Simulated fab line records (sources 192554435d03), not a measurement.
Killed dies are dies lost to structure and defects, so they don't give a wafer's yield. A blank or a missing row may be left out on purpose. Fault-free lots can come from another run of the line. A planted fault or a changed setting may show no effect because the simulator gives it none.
Comparing a struck lot with a sound one / flow n5_finfet / 15 out of 1938 route steps
Sound: the wafers L350.2, L350.4, L350.6. Struck: wafer L354.1 (left out: L354.2, L354.6 of the same lot, which were not struck); the cause appears at the end.
At each step with rows: each side's tool, then ch and its chambers, then its first start. Under that, the readings that differ: sound wafers / struck wafers / difference of the means / sigmas: that difference in standard deviations of wafers without a fault.
alike: same words and numbers on both sides, and readings whose means sit less than 2 such deviations apart. not compared: any withheld reading, any reading some wafer has no value for, any bound like >300 that may hide the same value, and any number with overlapping values for which the record gives no deviation.
Wherever a step has rows on one side only, a row that says differs or no value, or a row with sigmas, the two part there. Non-overlapping numbers with no deviation appear without sigmas and do not part them. A reading that every wafer of one side lacks parts them only if that side has two wafers or more.

N5_BEOL_M9_OCD_MEAS_38:
  sound on ocd-01 at day 11 05:13; struck on ocd-01 at day 15 11:10
reading=trench_depth_nm (nm); sound=151.8 152.0 151.5; struck=147.5; difference=-4.3; sigmas=-2
then, 4 steps without rows for these wafers: N5_BEOL_M9_HM_STRIP_39 (strips TiN in peroxide tin strip, target depth 25 nm, time 158 s); N5_BEOL_M9_SRD_40 (time 30 s); N5_BEOL_M9_PRECLEAN_42 (cleans in residue remover, time 60 s); N5_BEOL_M9_SRD_43 (time 30 s).
N5_BEOL_M9_CD_MEAS_35: target cd 70 nm, target cd y 40 nm.
  sound on cd_sem-01 at day 11 05:22; struck on cd_sem-03 at day 15 11:20
  alike: cd_nm
N5_BEOL_M9_CURE_72: cures SiCOH lowk, time 120 s.
  sound on uv_cure-01 ch 2, day 11 05:27; struck on uv_cure-02 ch 2, day 15 11:23
  alike: lamp_power_pct, wafer_temp_C_max
N5_BEOL_M9_DEGAS_44: time 60 s.
  sound on pvd_sputter-01 at day 11 05:44; struck on pvd_sputter-03 at day 15 11:42
  alike: heater_power_w
N5_BEOL_M9_PRE_CLEAN_45: time 30 s.
  sound on pvd_sputter-01 at day 11 05:47; struck on pvd_sputter-03 at day 15 11:44
  alike: heater_power_w
N5_BEOL_M9_ALD_74: deposits TaN, target thk 2 nm, pulse time 2 s, purge time 3 s.
  sound on ald_metal-04 ch 0,2, day 11 05:51; struck on ald_metal-02 ch 2, day 15 11:48
  alike: heater_power_w, precursor_vessel_pressure_torr
N5_BEOL_M9_SURFACE_TREAT_79:
  sound on pvd_sputter-01 at day 11 06:11; struck on pvd_sputter-02 at day 15 12:10
  not compared: throttle_valve_pct
then, 1 step without rows for these wafers: N5_BEOL_M9_CVD_78 (deposits Co from CCTBA/H2, target thk 2 nm, time 138.9 s).
N5_BEOL_M9_SPUTTER_48: material Cu, target thk 12 nm, time 2 s.
  sound on pvd_sputter-03 at day 11 06:25; struck on pvd_sputter-01 at day 15 12:22
reading=cathode_dc_power_W (W); sound=25999 26000 26005; struck=23729; difference=-2272; sigmas=-99 or more
  alike: chuck_gas_flow_sccm, throttle_valve_pct
then, 1 step without rows for these wafers: N5_BEOL_M9_ECD_50 (material Cu, target thk 318 nm).
-- a jump in the record: the struck wafers' starts before and after are 2 days apart (it breaks off in module BEOL_M9 and resumes in module PASSIVATION, where the first step shown is number 1936 of the route) --
N5_PASSIVATION_PROBE_49:
  sound on prober-02 at day 13 14:28; struck on prober-02 at day 18 00:19
  alike: defect_limited_yield, killed_at_M0_to_M3, killed_at_M4_up, killed_at_contacts, killed_at_front_end, killed_at_other, killed_dies, killed_open, killed_short, sort_bin_5_function, sort_bin_6_memory, sort_n_pass, sort_yield_pct

WHERE THEY PART
At N5_BEOL_M9_OCD_MEAS_38 first; at N5_BEOL_M9_SPUTTER_48 last (within this record only). Later steps at which nothing parts them and some readings are alike: N5_PASSIVATION_PROBE_49.

WHY: what the simulator had put in
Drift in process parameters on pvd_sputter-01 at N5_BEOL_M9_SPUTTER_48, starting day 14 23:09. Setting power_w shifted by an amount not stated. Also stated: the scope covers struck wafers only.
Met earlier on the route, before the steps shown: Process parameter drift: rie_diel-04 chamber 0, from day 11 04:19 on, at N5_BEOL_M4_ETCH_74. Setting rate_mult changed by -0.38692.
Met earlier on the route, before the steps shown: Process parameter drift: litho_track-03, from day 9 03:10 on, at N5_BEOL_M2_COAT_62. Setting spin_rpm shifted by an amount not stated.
